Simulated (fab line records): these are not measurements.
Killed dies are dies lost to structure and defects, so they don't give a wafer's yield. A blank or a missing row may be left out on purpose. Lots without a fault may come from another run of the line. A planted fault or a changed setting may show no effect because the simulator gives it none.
Which of the tools did it? :: flow nandHarc :: 12 lots, 36 wafers sampled, at 5 steps of a route of 1159

## WHAT EACH GAUGE READ, for each wafer
NHARC_A_CONTACT_CD_MEAS_42 targets a cd of 200 nm. Usual: cdNm reads 200.0 nm (standard deviation 0.72).
lot: L613
measured: day 16 04:41
on: cdSem-02
cdNm (nm): 200.8 200.8 200.5
flag: 

lot: L615
measured: day 16 21:12
on: cdSem-02
cdNm (nm): 200.3 200.5 200.6
flag: 

lot: L616
measured: day 17 06:19
on: cdSem-03
cdNm (nm): 200.3 200.6 200.1
flag: 

lot: L618
measured: day 17 12:26
on: cdSem-01
cdNm (nm): 199.3 199.1 200.1
flag: 

lot: L617
measured: day 17 12:36
on: cdSem-01
cdNm (nm): 201.1 200.6 200.0
flag: 

lot: L620
measured: day 18 06:10
on: cdSem-03
cdNm (nm): 199.9 200.7 199.9
flag: 

lot: L622
measured: day 18 18:51
on: cdSem-02
cdNm (nm): 199.9 200.5 200.9
flag: 

lot: L628
measured: day 19 16:46
on: cdSem-02
cdNm (nm): 200.1 201.0 200.0
flag: 

lot: L629
measured: day 20 14:31
on: cdSem-03
cdNm (nm): 199.3 200.4 198.6
flag: 

lot: L631
measured: day 20 20:26
on: cdSem-03
cdNm (nm): 198.6 199.8 199.6
flag: 

lot: L633
measured: day 21 23:41
on: cdSem-02
cdNm (nm): 200.0 200.4 200.2
flag: 

lot: L635
measured: day 22 09:56
on: cdSem-02
cdNm (nm): 199.9 199.8 200.5
flag: 

NHARC_END_SORT_01. Usual: killedAtArray 27, standard deviation 10; killedAtOther 0.6, standard deviation 0.83; killedAtPeriphery 2.4, standard deviation 1.8; killedDies 30, standard deviation 10; killedOpen 3.3, standard deviation 1.7; killedShort 1.8, standard deviation 1.4.
lot: L617
measured: day 21 00:19
on: prober-02
killedAtArray: 675 19 16
killedAtOther: 0 2 4
killedAtPeriphery: 2 2 1
killedDies: 677 23 21
killedOpen: 4 4 4
killedShort: 2 3 4
flag: OFF

lot: L622
measured: day 21 21:18
on: prober-02
killedAtArray: 672 30 37
killedAtOther: 0 0 0
killedAtPeriphery: 5 1 2
killedDies: 677 31 39
killedOpen: 5 4 6
killedShort: 2 3 5
flag: OFF

## WHICH TOOL RAN EACH LOT (tool, then ch and the chambers of the sampled wafers, then the start)
lot: L613
NHARC_A_CONTACT_ETCH_50: rieDiel-13 ch 1,3, day 16 05:32 or earlier
NHARC_A_CONTACT_ETCH_51: rieDiel-13 ch 0,1,3, day 16 05:32
NHARC_A_CONTACT_ETCH_117: harCapEtch-03 ch 0,1, day 16 06:48

lot: L615
NHARC_A_CONTACT_ETCH_50: rieDiel-10 ch 0,2, day 16 22:07 or earlier
NHARC_A_CONTACT_ETCH_51: rieDiel-10 ch 0,1, day 16 22:07
NHARC_A_CONTACT_ETCH_117: harCapEtch-01 ch 0,1, day 16 23:26

lot: L616
NHARC_A_CONTACT_ETCH_50: rieDiel-10 ch 0,2, day 17 07:13 or earlier
NHARC_A_CONTACT_ETCH_51: rieDiel-10 ch 0,1,3, day 17 07:13
NHARC_A_CONTACT_ETCH_117: harCapEtch-03 ch 0,1, day 17 08:46

lot: L618
NHARC_A_CONTACT_ETCH_50: rieDiel-13 ch 0,2,3, day 17 13:20 or earlier
NHARC_A_CONTACT_ETCH_51: rieDiel-13 ch 2,3, day 17 13:20
NHARC_A_CONTACT_ETCH_117: harCapEtch-02 ch 0,1, day 17 14:40

lot: L617
NHARC_A_CONTACT_ETCH_50: rieDiel-10 ch 0,3, day 17 13:33 or earlier
NHARC_A_CONTACT_ETCH_51: rieDiel-10 ch 0,1, day 17 13:33
NHARC_A_CONTACT_ETCH_117: harCapEtch-03 ch 0,1, day 17 15:05

lot: L620
NHARC_A_CONTACT_ETCH_50: rieDiel-12 ch 0,3, day 18 06:57 or earlier
NHARC_A_CONTACT_ETCH_51: rieDiel-12 ch 2,3, day 18 06:57
NHARC_A_CONTACT_ETCH_117: harCapEtch-03 ch 0,1, day 18 08:16

lot: L622
NHARC_A_CONTACT_ETCH_50: rieDiel-10 ch 0,2,3, day 18 19:38 or earlier
NHARC_A_CONTACT_ETCH_51: rieDiel-10 ch 1,2,3, day 18 19:38
NHARC_A_CONTACT_ETCH_117: harCapEtch-03 ch 0,1, day 18 20:57

lot: L628
NHARC_A_CONTACT_ETCH_50: rieDiel-13 ch 0,1,3, day 19 17:35 or earlier
NHARC_A_CONTACT_ETCH_51: rieDiel-13 ch 0,2,3, day 19 17:35
NHARC_A_CONTACT_ETCH_117: harCapEtch-03 ch 0,1, day 19 18:56

lot: L629
NHARC_A_CONTACT_ETCH_50: rieDiel-12 ch 0,1,2, day 20 15:26 or earlier
NHARC_A_CONTACT_ETCH_51: rieDiel-12 ch 0,1,2, day 20 15:26
NHARC_A_CONTACT_ETCH_117: harCapEtch-02 ch 0,1, day 20 16:36

lot: L631
NHARC_A_CONTACT_ETCH_50: rieDiel-12 ch 1,2, day 20 21:20 or earlier
NHARC_A_CONTACT_ETCH_51: rieDiel-12 ch 1,2,3, day 20 21:20
NHARC_A_CONTACT_ETCH_117: harCapEtch-02 ch 0,1, day 20 22:33

lot: L633
NHARC_A_CONTACT_ETCH_50: rieDiel-12 ch 0,1,3, day 22 00:32 or earlier
NHARC_A_CONTACT_ETCH_51: rieDiel-12 ch 0,1,2, day 22 00:32
NHARC_A_CONTACT_ETCH_117: harCapEtch-02 ch 0,1, day 22 01:47

lot: L635
NHARC_A_CONTACT_ETCH_50: rieDiel-12 ch 0,1,3, day 22 10:49 or earlier
NHARC_A_CONTACT_ETCH_51: rieDiel-12 ch 0,1,3, day 22 10:49
NHARC_A_CONTACT_ETCH_117: harCapEtch-01 ch 0,1, day 22 12:18
- NHARC_A_CONTACT_ETCH_50: etches the open film in CF4/CHF3, target depth 84.7 nm, time 42.4 s.
- NHARC_A_CONTACT_ETCH_51: etches the open film in O2/COS, target depth 3600 nm, time 936 s.
- NHARC_A_CONTACT_ETCH_117: etches the open film in C4F8/O2/Ar, time 94 s, target depth 922 nm.

## AS READ BY THE TOOLS THEMSELVES (means over the sampled wafers that have a number; for cases with no such wafer, the mark the record gives instead)
NHARC_A_CONTACT_ETCH_50. Usual: chf3FlowSccm 30.01 sccm, standard deviation 0.08; drypumpMotorCurrentA 5.7 A, standard deviation 0.38; mfcArSccm 0.006 sccm, standard deviation 0.0063; oesProductAu 0.951 a.u., standard deviation 0.023; rfVppV 371.0 V, standard deviation 2.5; runLengthS 63.8 s, standard deviation 0.46; showerheadPlenumPTorr 1.58 Torr, standard deviation 0.07; throttleValvePct 16.803 %, standard deviation 0.0086.
lot: L613
tool: rieDiel-13
chf3FlowSccm (sccm): 30.03
drypumpMotorCurrentA (A): 5.2
mfcArSccm (sccm): 0.002
oesProductAu (a.u.): 0.927
rfVppV (V): 367.4
runLengthS (s): 64.3
showerheadPlenumPTorr (Torr): 1.49
throttleValvePct (%): 16.797
flag: 

lot: L615
tool: rieDiel-10
chf3FlowSccm (sccm): 30.02
drypumpMotorCurrentA (A): 6.1
mfcArSccm (sccm): 0.014
oesProductAu (a.u.): 0.975
rfVppV (V): 372.2
runLengthS (s): 63.3
showerheadPlenumPTorr (Torr): 1.61
throttleValvePct (%): 16.794
flag: 

lot: L616
tool: rieDiel-10
chf3FlowSccm (sccm): 29.98
drypumpMotorCurrentA (A): 5.8
mfcArSccm (sccm): 0.010
oesProductAu (a.u.): 0.978
rfVppV (V): 370.0
runLengthS (s): 63.6
showerheadPlenumPTorr (Torr): 1.56
throttleValvePct (%): 16.806
flag: 

lot: L618
tool: rieDiel-13
chf3FlowSccm (sccm): 29.93
drypumpMotorCurrentA (A): 5.2
mfcArSccm (sccm): 0.000
oesProductAu (a.u.): 0.921
rfVppV (V): 371.5
runLengthS (s): 64.1
showerheadPlenumPTorr (Torr): 1.60
throttleValvePct (%): 16.798
flag: 

lot: L617
tool: rieDiel-10
chf3FlowSccm (sccm): 29.90
drypumpMotorCurrentA (A): 6.1
mfcArSccm (sccm): 0.006
oesProductAu (a.u.): 0.965
rfVppV (V): 371.6
runLengthS (s): 63.4
showerheadPlenumPTorr (Torr): 1.62
throttleValvePct (%): 16.805
flag: 

lot: L620
tool: rieDiel-12
chf3FlowSccm (sccm): 30.09
drypumpMotorCurrentA (A): 5.5
mfcArSccm (sccm): 0.004
oesProductAu (a.u.): 0.977
rfVppV (V): 371.8
runLengthS (s): 63.6
showerheadPlenumPTorr (Torr): 1.61
throttleValvePct (%): 16.810
flag: 

lot: L622
tool: rieDiel-10
chf3FlowSccm (sccm): 30.06
drypumpMotorCurrentA (A): 6.0
mfcArSccm (sccm): 0.008
oesProductAu (a.u.): 0.933
rfVppV (V): 371.2
runLengthS (s): 63.4
showerheadPlenumPTorr (Torr): 1.59
throttleValvePct (%): 16.806
flag: 

lot: L628
tool: rieDiel-13
chf3FlowSccm (sccm): 30.03
drypumpMotorCurrentA (A): 5.2
mfcArSccm (sccm): 0.002
oesProductAu (a.u.): 0.942
rfVppV (V): 370.0
runLengthS (s): 63.9
showerheadPlenumPTorr (Torr): 1.56
throttleValvePct (%): 16.804
flag: 

lot: L629
tool: rieDiel-12
chf3FlowSccm (sccm): 30.02
drypumpMotorCurrentA (A): 5.5
mfcArSccm (sccm): 0.007
oesProductAu (a.u.): 0.957
rfVppV (V): 370.1
runLengthS (s): 64.0
showerheadPlenumPTorr (Torr): 1.55
throttleValvePct (%): 16.802
flag: 

lot: L631
tool: rieDiel-12
chf3FlowSccm (sccm): 30.09
drypumpMotorCurrentA (A): 5.6
mfcArSccm (sccm): 0.010
oesProductAu (a.u.): 0.966
rfVppV (V): 367.7
runLengthS (s): 64.0
showerheadPlenumPTorr (Torr): 1.50
throttleValvePct (%): 16.799
flag: 

lot: L633
tool: rieDiel-12
chf3FlowSccm (sccm): 30.04
drypumpMotorCurrentA (A): 5.6
mfcArSccm (sccm): 0.007
oesProductAu (a.u.): 0.955
rfVppV (V): 370.1
runLengthS (s): 63.7
showerheadPlenumPTorr (Torr): 1.57
throttleValvePct (%): 16.802
flag: 

lot: L635
tool: rieDiel-12
chf3FlowSccm (sccm): 30.00
drypumpMotorCurrentA (A): 5.6
mfcArSccm (sccm): 0.007
oesProductAu (a.u.): 0.950
rfVppV (V): 370.3
runLengthS (s): 63.5
showerheadPlenumPTorr (Torr): 1.57
throttleValvePct (%): 16.815
flag: 

NHARC_A_CONTACT_ETCH_51. Usual: drypumpMotorCurrentA 5.7 A (standard deviation 0.4); mfcArSccm 0.006 sccm (standard deviation 0.0063); oesProductAu 1.000 a.u. (standard deviation 0.015); rfVppV 314.5 V (standard deviation 2.2); runLengthS 957.4 s (standard deviation 0.51); showerheadPlenumPTorr 3.15 Torr (standard deviation 0.14); throttleValvePct 28.330 % (standard deviation 0.0081).
lot: L613
tool: rieDiel-13
drypumpMotorCurrentA (A): 5.3
mfcArSccm (sccm): 0.002
oesProductAu (a.u.): 1.012
rfVppV (V): 314.2
runLengthS (s): 957.7
showerheadPlenumPTorr (Torr): 3.11
throttleValvePct (%): 28.328
flag: 

lot: L615
tool: rieDiel-10
drypumpMotorCurrentA (A): 6.3
mfcArSccm (sccm): 0.015
oesProductAu (a.u.): 1.009
rfVppV (V): 317.3
runLengthS (s): 957.3
showerheadPlenumPTorr (Torr): 3.31
throttleValvePct (%): 28.325
flag: 

lot: L616
tool: rieDiel-10
drypumpMotorCurrentA (A): 6.2
mfcArSccm (sccm): 0.009
oesProductAu (a.u.): 0.998
rfVppV (V): 316.2
runLengthS (s): 957.2
showerheadPlenumPTorr (Torr): 3.28
throttleValvePct (%): 28.329
flag: 

lot: L618
tool: rieDiel-13
drypumpMotorCurrentA (A): 5.3
mfcArSccm (sccm): 0.000
oesProductAu (a.u.): 0.997
rfVppV (V): 314.0
runLengthS (s): 957.7
showerheadPlenumPTorr (Torr): 3.14
throttleValvePct (%): 28.331
flag: 

lot: L617
tool: rieDiel-10
drypumpMotorCurrentA (A): 6.3
mfcArSccm (sccm): 0.012
oesProductAu (a.u.): 0.996
rfVppV (V): 317.0
runLengthS (s): 868.8
showerheadPlenumPTorr (Torr): 3.33
throttleValvePct (%): 28.327
flag: OFF

lot: L620
tool: rieDiel-12
drypumpMotorCurrentA (A): 5.8
mfcArSccm (sccm): 0.001
oesProductAu (a.u.): 1.003
rfVppV (V): 313.7
runLengthS (s): 957.6
showerheadPlenumPTorr (Torr): 3.09
throttleValvePct (%): 28.319
flag: 

lot: L622
tool: rieDiel-10
drypumpMotorCurrentA (A): 6.0
mfcArSccm (sccm): 0.005
oesProductAu (a.u.): 1.009
rfVppV (V): 314.9
runLengthS (s): 868.6
showerheadPlenumPTorr (Torr): 3.18
throttleValvePct (%): 28.327
flag: OFF

lot: L628
tool: rieDiel-13
drypumpMotorCurrentA (A): 5.2
mfcArSccm (sccm): 0.000
oesProductAu (a.u.): 1.009
rfVppV (V): 315.3
runLengthS (s): 957.9
showerheadPlenumPTorr (Torr): 3.16
throttleValvePct (%): 28.335
flag: 

lot: L629
tool: rieDiel-12
drypumpMotorCurrentA (A): 5.5
mfcArSccm (sccm): 0.007
oesProductAu (a.u.): 0.990
rfVppV (V): 314.4
runLengthS (s): 957.8
showerheadPlenumPTorr (Torr): 3.07
throttleValvePct (%): 28.335
flag: 

lot: L631
tool: rieDiel-12
drypumpMotorCurrentA (A): 5.8
mfcArSccm (sccm): 0.006
oesProductAu (a.u.): 0.984
rfVppV (V): 312.3
runLengthS (s): 957.2
showerheadPlenumPTorr (Torr): 3.05
throttleValvePct (%): 28.330
flag: 

lot: L633
tool: rieDiel-12
drypumpMotorCurrentA (A): 5.5
mfcArSccm (sccm): 0.007
oesProductAu (a.u.): 0.995
rfVppV (V): 313.5
runLengthS (s): 957.8
showerheadPlenumPTorr (Torr): 3.07
throttleValvePct (%): 28.324
flag: 

lot: L635
tool: rieDiel-12
drypumpMotorCurrentA (A): 5.6
mfcArSccm (sccm): 0.007
oesProductAu (a.u.): 0.985
rfVppV (V): 313.3
runLengthS (s): 957.3
showerheadPlenumPTorr (Torr): 3.11
throttleValvePct (%): 28.336
flag: 

## THE ANSWER, worked out from the rows above alone
Rule: a lot is off if the mean of its wafers that have a number lies more than 3 standard deviations from the usual mean. A lot without any number at a reading at which 4 lots or more have one is off too. Any other lot the step has rows for is counted as sound. The gauges are gone through in route order, then the tools' own readings, and for those a lot's mean is taken as printed above. At the first step where some lot is off, the reading lying furthest off is the one used; lots without a number count as furthest.
Off: L617, L622 (NHARC_END_SORT_01, killedAtArray). Neither off nor sound, because the step has no rows for them: L613, L615, L616, L618, L620, L628, L629, L631, L633, L635.
A tool fits if, at a process step before that reading, it ran every lot that is off, and no sound lot after the first of them. The gauges at NHARC_END_SORT_01 aren't tried: what is off there is off at NHARC_A_CONTACT_ETCH_51 too, on other tools, and a gauge's error can't cause that. NHARC_A_CONTACT_ETCH_50 gives no start for some lots, so the hours and the order of its lots are those of NHARC_A_CONTACT_ETCH_51. Undecided on this evidence; 2 tools fit (rieDiel-10 at NHARC_A_CONTACT_ETCH_50 and NHARC_A_CONTACT_ETCH_51, harCapEtch-03 at NHARC_A_CONTACT_ETCH_117).

## WHAT HAD BEEN PUT IN BY THE SIMULATOR
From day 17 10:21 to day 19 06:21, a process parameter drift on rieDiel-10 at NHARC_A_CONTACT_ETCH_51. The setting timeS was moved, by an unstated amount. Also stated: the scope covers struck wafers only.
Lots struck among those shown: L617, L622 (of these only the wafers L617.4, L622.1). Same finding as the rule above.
